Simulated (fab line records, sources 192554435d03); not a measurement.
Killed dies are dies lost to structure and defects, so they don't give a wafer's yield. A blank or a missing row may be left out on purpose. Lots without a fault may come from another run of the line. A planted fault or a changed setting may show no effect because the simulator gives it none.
fab line records | flow n5_finfet
record lots=10 wafers=28 last_day=18
route steps=1938 shown TV_OPEN@1888 PASSIVATION@1910
lots that met no fault: from a run of the same line without faults
start_h: hours from the record's first day to the start of the lot's first wafer shown | wait_h: hours since the lot's step before | " the same as in the row above | L1.1+2: a row that stands for several wafers | - no value, or no start given | * or withheld: withheld | < > ~ a bound
route shown NAME@n: a module of which the file shows steps, and the number in the route of the first | usual: mean/standard deviation of fault-free wafers | same: alike in all rows | chamber/n: place in a boat | sites: the reading at each site | _std_site: their standard deviation | _edge_site: outer sites' mean less inner sites' | radius_mm: how far each site lies from the wafer's centre | mask NAME#n: copy n | behind: the tool/chamber that last shaped the wafer | hold: why the lot was held/for how many hours/how that ended | device: the transistor (n, p or np) that didn't switch | end of line: the same wafers' tests at the end of the route | a step without rows: its recipe alone | killed: dies lost to structure and defects at the first sort, not the wafer's yield | map: a wafer's dies, x killed, . not, _ none there
set.NAME: the setting as run; set.NAME@STEP: as run at that earlier step | model.NAME: the simulator's own value behind a step, which no gauge read
steps of the route over a sample of lots; a table a step, a row a wafer
services: from which hour (start_h, from the record's first day; less than 0 if before it) a tool's chamber was out of use, for how many hours, and why
## steps
# step N5_PASSIVATION_VIA_ETCH_13
# recipe chemistry=CHF3/O2 target=SiO2 target_depth_a=6600 CHF3_flow_sccm=50 O2_flow_sccm=5 Ar_flow_sccm=200 time_s=330 mask_material=PR pressure_mtorr=30 source_w=650 bias_w=170 ion_energy_ev=200 ends=cleared
# usual CHF3_flow_sccm=50.01/0.13 chamber_pressure_mTorr=30.000/0.027 drypump_motor_current_A=5.9/0.73 etch_rf_on_time_s=238/5.3 mfc_ar_sccm=200.1/0.61 oes_product_au=0.68/0.057 rf_vpp_V=527/12 showerhead_plenum_p_Torr=2.38/0.068 throttle_valve_pct=18.77/0.17
# columns lot.wafer tool chamber start_h wait_h CHF3_flow_sccm chamber_pressure_mTorr drypump_motor_current_A etch_rf_on_time_s mfc_ar_sccm oes_product_au rf_hours_counter_h rf_vpp_V showerhead_plenum_p_Torr throttle_valve_pct
L401.1 rie_diel-01 3 266.00 0.0 49.95 30.017 6.4 237 200.7 0.76 62 512 2.36 18.84
L401.4 " 0 " " 50.15 29.976 5.6 230 199.4 0.71 145 522 2.42 19.03
L401.6 " 1 " " 50.03 30.002 4.9 240 199.3 0.62 - 531 2.29 18.98
L402.3 rie_diel-01 1 274.50 0.0 50.14 30.033 4.9 237 200.3 0.61 224 531 2.29 18.97
L402.4 " 2 " " 49.94 29.994 5.2 243 199.9 0.63 190 532 2.41 18.68
L402.5 " 2 " " 49.87 30.035 5.2 240 200.1 0.63 - 533 2.41 18.69
L405.2 rie_diel-04 2 294.14 0.0 49.94 30.005 6.5 234 200.2 0.75 49 536 2.35 18.57
L405.4 " 0 " " 50.08 29.983 5.4 243 199.6 0.63 221 538 2.46 18.77
L405.6 " 1 " " 49.94 29.951 4.7 238 199.9 0.64 - 532 2.49 18.77
L408.2 rie_diel-04 0 312.80 0.0 50.01 30.043 5.4 240 199.8 0.63 224 539 2.46 18.77
L408.4 " 3 " " 49.82 30.001 6.8 240 199.8 0.72 99 540 2.33 18.78
L408.6 " 2 " " 49.95 30.005 6.5 241 200.9 0.74 - 535 2.35 18.59
L409.2 rie_diel-03 2 351.31 0.0 49.87 29.987 6.6 238 200.2 0.65 223 500 2.28 19.01
L409.6 " 2 " " 49.85 30.000 6.6 243 199.3 0.64 - 500 2.28 19.00
L414.3 rie_diel-04 0 367.06 0.0 50.02 30.031 5.4 240 199.8 0.62 237 538 2.45 18.79
L414.6 " 0 " " 50.08 29.984 5.4 245 200.9 0.61 - 537 2.45 18.81
L418.1 rie_diel-03 0 387.01 0.0 50.36 29.998 6.4 233 199.1 0.68 154 522 2.39 18.69
L418.2 " 1 " " 49.96 30.035 5.3 237 199.2 0.70 106 514 2.43 18.50
L418.3 " 2 " " 49.87 29.983 6.6 234 200.8 0.65 238 499 2.28 19.02
L420.2 rie_diel-04 1 416.53 0.0 49.86 30.045 4.7 236 200.3 0.62 229 529 2.47 18.84
L420.5 " 2 " " 50.04 30.012 6.5 242 200.3 0.70 - 536 2.33 18.67
L420.6 " 3 " " 50.11 29.989 6.7 235 200.6 0.69 - 539 2.32 18.83
L419.3 rie_diel-04 1 417.02 0.0 50.02 29.983 4.7 230 200.5 0.62 230 530 2.47 18.83
L419.5 " 2 " " 50.12 29.957 6.5 241 199.7 0.70 - 535 2.33 18.64
L419.6 " 3 " " 49.89 29.992 6.7 234 199.3 0.69 - 538 2.32 18.83
L424.1 rie_diel-03 2 426.56 0.0 50.04 30.014 6.6 241 200.1 0.63 248 499 2.27 19.05
L424.5 " 0 " " 50.12 30.007 6.4 251 199.1 0.66 - 521 2.38 18.70
L424.6 " 1 " " 50.12 30.044 5.4 242 200.6 0.68 - 515 2.43 18.51
# step N5_PASSIVATION_STRIP_14
# recipe chemistry=O2 power_w=600 temp_c=60 pressure_mtorr=30 rf_frequency_hz=6e+07 bias_power_w=0 overash_fraction=0.5 o2_flow_sccm=225
# usual chamber_pressure_mTorr=29.99/0.055 drypump_motor_current_A=5.9/0.73 oes_product_au=0.76/0.066 rf_vpp_V=3.5/0.92 showerhead_plenum_p_Torr=2.08/0.06 throttle_valve_pct=16.61/0.18
# same bias_power_w=0
# columns lot.wafer tool chamber start_h wait_h chamber_pressure_mTorr drypump_motor_current_A oes_product_au rf_hours_counter_h rf_vpp_V showerhead_plenum_p_Torr throttle_valve_pct
L401.1 rie_diel-01 3 266.19 0.1 29.89 6.5 0.85 62 4.3 2.05 16.58
L401.4 " 0 " " 29.95 5.6 0.78 145 3.6 2.11 16.83
L401.6 " 1 " " 30.05 4.9 0.68 - 3.1 1.98 16.76
L402.3 rie_diel-01 1 274.70 0.1 29.98 4.8 0.67 224 2.2 1.98 16.70
L402.4 " 2 " " 30.01 5.2 0.70 191 2.7 2.07 16.36
L402.5 " 2 " " 29.97 5.2 0.69 - 3.2 2.07 16.41
L405.2 rie_diel-04 2 294.34 0.1 30.09 6.5 0.84 49 3.8 2.06 16.45
L405.4 " 0 " " 29.96 5.4 0.71 221 5.7 2.17 16.70
L405.6 " 1 " " 30.03 4.7 0.71 - 5.5 2.17 16.59
L408.2 rie_diel-04 0 313.00 0.1 29.98 5.4 0.69 224 2.4 2.16 16.71
L408.4 " 3 " " 30.01 6.8 0.78 99 3.2 2.03 16.62
L408.6 " 2 " " 30.01 6.5 0.83 - 2.7 2.06 16.48
L409.2 rie_diel-03 2 351.50 0.1 30.06 6.6 0.72 223 3.7 2.00 16.92
L409.6 " 2 " " 29.86 6.6 0.72 - 3.2 2.00 16.92
L414.3 rie_diel-04 0 367.25 0.1 29.99 5.4 0.69 237 4.1 2.16 16.76
L414.6 " 0 " " 30.02 5.4 0.70 - 1.7 2.16 16.72
L418.1 rie_diel-03 0 387.21 0.1 30.03 6.4 0.76 154 4.6 2.09 16.59
L418.2 " 1 " " 30.00 5.3 0.76 106 2.6 2.11 16.27
L418.3 " 2 " " 29.90 6.6 0.72 238 5.8 2.00 16.98
L420.2 rie_diel-04 1 416.73 0.1 30.09 4.7 0.69 229 4.6 2.16 16.66
L420.5 " 2 " " 30.03 6.5 0.78 - 5.2 2.05 16.57
L420.6 " 3 " " 30.05 6.7 0.76 - 4.6 2.02 16.70
L419.3 rie_diel-04 1 417.21 0.1 30.07 4.7 0.69 230 3.7 2.16 16.68
L419.5 " 2 " " 30.05 6.5 0.79 - 4.2 2.05 16.50
L419.6 " 3 " " 29.94 6.7 0.76 - 3.8 2.02 16.67
L424.1 rie_diel-03 2 426.75 0.1 29.92 6.6 0.71 249 3.3 1.99 16.97
L424.5 " 0 " " 30.05 6.4 0.74 - 2.6 2.08 16.58
L424.6 " 1 " " 29.97 5.3 0.76 - 3.9 2.11 16.27
# step N5_PASSIVATION_ETCH_59
# recipe chemistry=Cl2/BCl3 target=TaN target_depth_a=650 time_s=34.9 ion_energy_ev=100 pressure_mtorr=10 icp_w=900 bias_w=100 Cl2_flow_sccm=60 bcl3_flow_sccm=30
# usual chamber_pressure_mTorr=10.000/0.0096 drypump_motor_current_A=5.7/0.52 oes_product_au=0.80/0.099 throttle_valve_pct=21.15/0.14
# columns lot.wafer tool chamber start_h wait_h chamber_pressure_mTorr drypump_motor_current_A oes_product_au rf_hours_counter_h throttle_valve_pct
L401.1 rie_metal-02 1 268.62 0.7 10.004 6.1 0.70 81 21.32
L401.4 " 1 " " 9.995 6.1 0.70 - 21.30
L401.6 " 1 " " 9.984 6.0 0.70 - 21.31
L402.3 rie_metal-02 1 277.26 0.5 10.004 6.1 0.72 - 21.27
L402.4 " 1 " " 10.008 6.1 0.71 - 21.27
L402.5 " 1 " " 9.992 6.1 0.71 - 21.30
L405.2 rie_metal-02 1 296.56 0.3 10.002 6.1 0.71 85 21.30
L405.4 " 1 " " 9.986 6.0 0.70 - 21.28
L405.6 " 1 " " 9.999 6.1 0.71 - 21.29
L408.2 rie_metal-02 1 314.75 0.3 9.983 6.1 0.69 87 21.32
L408.4 " 1 " " 9.988 6.0 0.70 - 21.31
L408.6 " 1 " " 9.996 6.0 0.70 - 21.32
L409.2 rie_metal-02 0 353.45 0.3 9.997 5.3 0.92 7 21.20
L409.6 " 1 " " 10.004 6.0 0.69 - 21.35
L414.3 rie_metal-02 0 368.80 0.2 10.005 5.3 0.91 - 21.18
L414.6 " 0 " " 10.002 5.3 0.91 - 21.19
L418.1 rie_metal-02 0 389.15 0.3 10.028 5.3 0.89 11 21.19
L418.2 " 1 " " 10.022 6.1 0.68 96 21.32
L418.3 " 0 " " 9.994 5.3 0.90 - 21.19
L420.2 rie_metal-01 1 418.33 0.3 9.997 5.9 0.82 24 20.97
L420.5 " 1 " " 10.005 5.9 0.82 - 20.98
L420.6 " 0 " " 9.982 4.6 0.86 - 20.90
L419.3 rie_metal-02 0 420.91 0.2 9.994 5.3 0.89 - 21.20
L419.5 " 1 " " 9.993 6.1 0.68 - 21.33
L419.6 " 0 " " 10.002 5.3 0.89 - 21.19
L424.1 rie_metal-03 1 430.10 0.3 9.997 5.7 0.71 62 21.10
L424.5 " 1 " " 10.013 5.7 0.71 - 21.09
L424.6 " 0 " " 10.004 6.4 0.78 - 21.10
# step N5_PASSIVATION_PECVD_35
# recipe material=SiNx target_thk_a=7000 temp_c=400 precursor=SiH4/NH3/N2 pressure_torr=4.9 rf_w=1406 time_s=151.3
# usual heater_power_w=385/110 run_length_s=195.3/0.58 showerhead_plenum_p_Torr=8.68/0.086 throttle_valve_pct=28.9/1.1
# columns lot.wafer tool chamber start_h wait_h heater_power_w run_length_s showerhead_plenum_p_Torr throttle_valve_pct
L401.1 pecvd-02 2 269.48 0.1 361 196.1 8.61 29.1
L401.4 " 2 " " 401 196.1 8.59 28.9
L401.6 " 1 " " 563 195.5 8.71 29.6
L402.3 pecvd-03 2 278.02 0.1 393 195.4 8.55 28.3
L402.4 " 1 " " 412 195.6 8.72 30.7
L402.5 " 0 " " 467 195.2 8.80 29.0
L405.2 pecvd-04 2 297.29 0.1 339 194.5 8.65 28.3
L405.4 " 1 " " 316 196.5 8.71 27.1
L405.6 " 2 " " 375 195.0 8.66 28.6
L408.2 pecvd-03 0 315.47 0.1 473 194.5 8.81 29.1
L408.4 " 1 " " 500 195.6 8.73 30.8
L408.6 " 2 " " 404 195.2 8.55 28.4
L409.2 pecvd-03 1 354.18 0.1 496 137.5 8.73 30.6
L409.6 " 0 " " 505 137.1 8.80 29.0
L414.3 pecvd-03 1 369.50 0.1 501 195.1 8.73 30.5
L414.6 " 0 " " 493 137.6 8.80 29.1
L418.1 pecvd-04 2 389.88 0.1 400 194.8 8.64 28.7
L418.2 " 0 " " 227 194.9 8.77 29.6
L418.3 " 1 " " 321 196.3 8.73 27.3
L420.2 pecvd-02 0 419.12 0.1 297 194.8 8.65 27.3
L420.5 " 2 " " 415 196.0 8.62 29.4
L420.6 " 0 " " 196 194.9 8.64 27.4
L419.3 pecvd-02 0 421.74 0.1 190 195.1 8.63 27.4
L419.5 " 2 " " 436 196.2 8.60 29.3
L419.6 " 0 " " 241 194.8 8.62 27.4
L424.1 pecvd-02 2 430.88 0.1 451 196.1 8.61 29.4
L424.5 " 0 " " 307 195.4 8.64 27.4
L424.6 " 2 " " 379 196.0 8.59 29.4
# step N5_PASSIVATION_PROBE_49
# usual defect_limited_yield=91.4/1.5 killed_at_M0_to_M3=33/11 killed_at_M4_up=14/5.3 killed_at_contacts=13/6.2 killed_at_front_end=39/13 killed_at_other=3.1/2.8 killed_dies=102/17 killed_open=68/13 killed_short=32/7.8 sort_bin_5_function=5.1/0.95 sort_bin_6_memory=3.2/0.7 sort_bin_8_speed=0.02/0.16 sort_n_pass=1078/18 sort_yield_pct=91.3/1.5
# same gross_dies=1180 killed_at_back_side=0 sort_bin_4_leakage[%]=0
# columns lot.wafer tool chamber start_h wait_h defect_limited_yield[%] killed_at_M0_to_M3 killed_at_M4_up killed_at_contacts killed_at_front_end killed_at_other killed_dies killed_open killed_short sort_bin_5_function[%] sort_bin_6_memory[%] sort_bin_8_speed[%] sort_n_pass sort_yield_pct[%]
L401.1 prober-01 - 274.47 0.0 94.7 20 12 8 20 3 63 35 27 3.1 2.1 0 1117 94.7
L401.4 prober-01 - 274.62 0.2 91.8 42 17 10 24 4 97 58 35 4.5 3.2 0 1083 91.8
L401.6 prober-01 - 274.72 0.3 91.3 36 12 16 33 6 103 62 37 5.1 3.0 0 1077 91.3
L408.2 prober-01 - 319.40 0.1 92.8 20 14 7 43 1 85 58 27 3.6 3.6 0 1095 92.8
L408.4 prober-01 - 319.50 0.2 91.8 29 11 17 39 1 97 69 28 5.2 2.6 0 1083 91.8
L408.6 prober-01 - 319.60 0.3 92.5 34 16 9 28 1 88 55 33 3.9 3.2 0 1092 92.5
L414.3 prober-01 - 373.16 0.1 90.3 27 14 15 58 0 114 86 28 6.3 3.1 0 1066 90.3
L414.6 prober-01 - 373.31 0.3 91.3 22 5 21 44 11 103 70 32 5.3 3.2 0 1077 91.3
L419.3 prober-02 - 425.66 0.1 92.5 38 14 8 26 2 88 53 33 5.3 1.9 0 1092 92.5
L419.5 prober-02 - 425.76 0.2 89.2 56 11 15 37 9 128 80 47 5.8 4.4 0 1052 89.2
L419.6 prober-02 - 425.81 0.3 92.1 38 11 11 31 2 93 52 35 4.7 2.9 0 1087 92.1
# killed by level:class
L401.1 MOL_CONTACT_COAG:geometric_particle:open=5 BEOL_M0_SAQP:geometric_particle:short=5 BEOL_M4:geometric_particle:open=5 DUMMY_GATE:geometric_particle:open=4 STARTING-WAFER:geometric_particle:short=4 ILD0:geometric_particle:short=3 MOL_CONTACT_COAG:geometric_particle:short=3 BEOL_M0_SAQP:geometric_particle:open=3
L401.4 BEOL_M2:geometric_particle:open=11 MOL_CONTACT_COAG:geometric_particle:open=8 BEOL_M1:geometric_particle:short=7 BEOL_M0_SAQP:geometric_particle:short=6 BEOL_M1:geometric_particle:open=6 BEOL_M4:geometric_particle:open=6 GATE_CUT:geometric_particle:short=4 BEOL_M0_SAQP:geometric_particle:open=4
L401.6 MOL_CONTACT_COAG:geometric_particle:open=15 FIN_SAQP:geometric_particle:open=9 BEOL_M3:geometric_particle:open=7 BEOL_M0_SAQP:geometric_particle:short=6 BEOL_M1:geometric_particle:short=6 FIN_SAQP:geometric_particle:short=4 STI_FIN_REVEAL:geometric_particle:open=4 BEOL_M0:geometric_particle:open=4
L408.2 FIN_SAQP:geometric_particle:open=12 FIN_SAQP:geometric_particle:short=10 BEOL_M4:geometric_particle:open=9 STI_FIN_REVEAL:geometric_particle:open=6 BEOL_M1:geometric_particle:open=6 MOL_CONTACT_COAG:geometric_particle:open=5 STARTING-WAFER:geometric_particle:open=5 BEOL_M0_SAQP:geometric_particle:short=4
L408.4 FIN_SAQP:geometric_particle:open=15 MOL_CONTACT_COAG:geometric_particle:open=14 STI_FIN_REVEAL:geometric_particle:open=8 BEOL_M4:geometric_particle:open=8 FIN_SAQP:geometric_particle:short=6 BEOL_M0_SAQP:geometric_particle:open=6 BEOL_M0_SAQP:geometric_particle:short=6 BEOL_M1:geometric_particle:open=6
L408.6 BEOL_M0_SAQP:geometric_particle:short=14 BEOL_M0_SAQP:geometric_particle:open=10 STI_FIN_REVEAL:geometric_particle:open=8 MOL_CONTACT_COAG:geometric_particle:open=7 FIN_SAQP:geometric_particle:open=4 BEOL_M1:geometric_particle:open=4 BEOL_M2:geometric_particle:open=4 FIN_SAQP:geometric_particle:short=3
L414.3 STI_FIN_REVEAL:geometric_particle:open=20 BEOL_M2:geometric_particle:open=14 MOL_CONTACT_COAG:geometric_particle:open=11 FIN_SAQP:geometric_particle:open=9 FIN_SAQP:geometric_particle:short=7 DUMMY_GATE:geometric_particle:open=7 MOL_CONTACT_COAG:geometric_particle:short=4 BEOL_M0_SAQP:geometric_particle:open=4
L414.6 MOL_CONTACT_COAG:geometric_particle:open=17 STI_FIN_REVEAL:geometric_particle:open=16 BEOL_M0_SAQP:geometric_particle:short=5 BEOL_M3:geometric_particle:open=5 FIN_SAQP:geometric_particle:open=4 FIN_SAQP:geometric_particle:short=4 STI_FIN_REVEAL:geometric_particle:short=4 GATE_CUT:geometric_particle:open=4
L419.3 BEOL_M0_SAQP:geometric_particle:open=15 BEOL_M4:geometric_particle:open=10 BEOL_M0_SAQP:geometric_particle:short=8 MOL_CONTACT_COAG:geometric_particle:open=5 FIN_SAQP:geometric_particle:short=4 BEOL_M2:geometric_particle:short=4 FIN_SAQP:geometric_particle:open=3 DUMMY_GATE:geometric_particle:short=3
L419.5 BEOL_M0_SAQP:geometric_particle:short=18 BEOL_M0_SAQP:geometric_particle:open=17 MOL_CONTACT_COAG:geometric_particle:open=13 BEOL_M4:geometric_particle:open=7 PASS1_DEP:geometric_particle:short=7 GATE_CUT:geometric_particle:open=6 BEOL_M2:geometric_particle:open=6 BEOL_M3:geometric_particle:short=6
L419.6 BEOL_M0_SAQP:geometric_particle:open=11 MOL_CONTACT_COAG:geometric_particle:open=11 BEOL_M0_SAQP:geometric_particle:short=9 BEOL_M4:geometric_particle:open=7 STARTING-WAFER:geometric_particle:short=6 BEOL_M3:geometric_particle:short=5 FIN_SAQP:geometric_particle:short=4 STI_FIN_REVEAL:geometric_particle:open=4
## services
# columns tool chamber start_h hours kind
rie_metal-02 0 244.69 22.3 repair
rie_metal-02 - 246.99 1.4 pm
rie_diel-03 - 247.81 0.9 repair
pecvd-03 - 250.63 0.8 pm
pecvd-04 0 281.77 3.5 repair
pecvd-02 - 282.92 1.1 repair
rie_metal-02 0 284.74 9.4 repair
rie_metal-03 - 290.84 14.6 pm
rie_diel-03 1 292.57 11.4 repair
pecvd-04 - 299.57 1.2 repair
rie_diel-04 - 307.34 1.1 repair
rie_diel-03 3 329.30 4.3 repair
rie_diel-04 3 332.64 7.5 repair
rie_diel-04 0 334.08 6.7 repair
rie_metal-01 - 340.44 28.1 pm
pecvd-03 - 346.25 0.7 repair
rie_diel-03 3 348.00 1.3 repair
pecvd-04 - 366.38 0.9 repair
pecvd-02 - 368.91 5.5 pm
rie_metal-03 - 373.47 1.4 pm
rie_metal-01 1 377.35 18.0 repair
rie_diel-01 3 380.65 7.9 repair
rie_diel-03 - 390.96 14.6 pm
rie_diel-01 2 399.94 1.9 repair
## key
first_sign step=N5_PASSIVATION_PECVD_35 reading=run_length_s direction=down sigmas=99+ usual=* struck=*
effect none on later readings
met_at N5_PASSIVATION_PECVD_35
struck_lots L409,L414
struck_wafers L409.2,L409.6,L414.6
not_acting_at N5_PASSIVATION_VIA_ETCH_13,N5_PASSIVATION_STRIP_14,N5_PASSIVATION_ETCH_59
onset_between 315.47 354.18
fault kind=process_parameter_drift tool=pecvd-03 chamber=- onset_h=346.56 steps=N5_PASSIVATION_PECVD_35 channel=time_s offset=* shape=step end_h=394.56 scope=struck_wafers_only acts_in=* stated=*
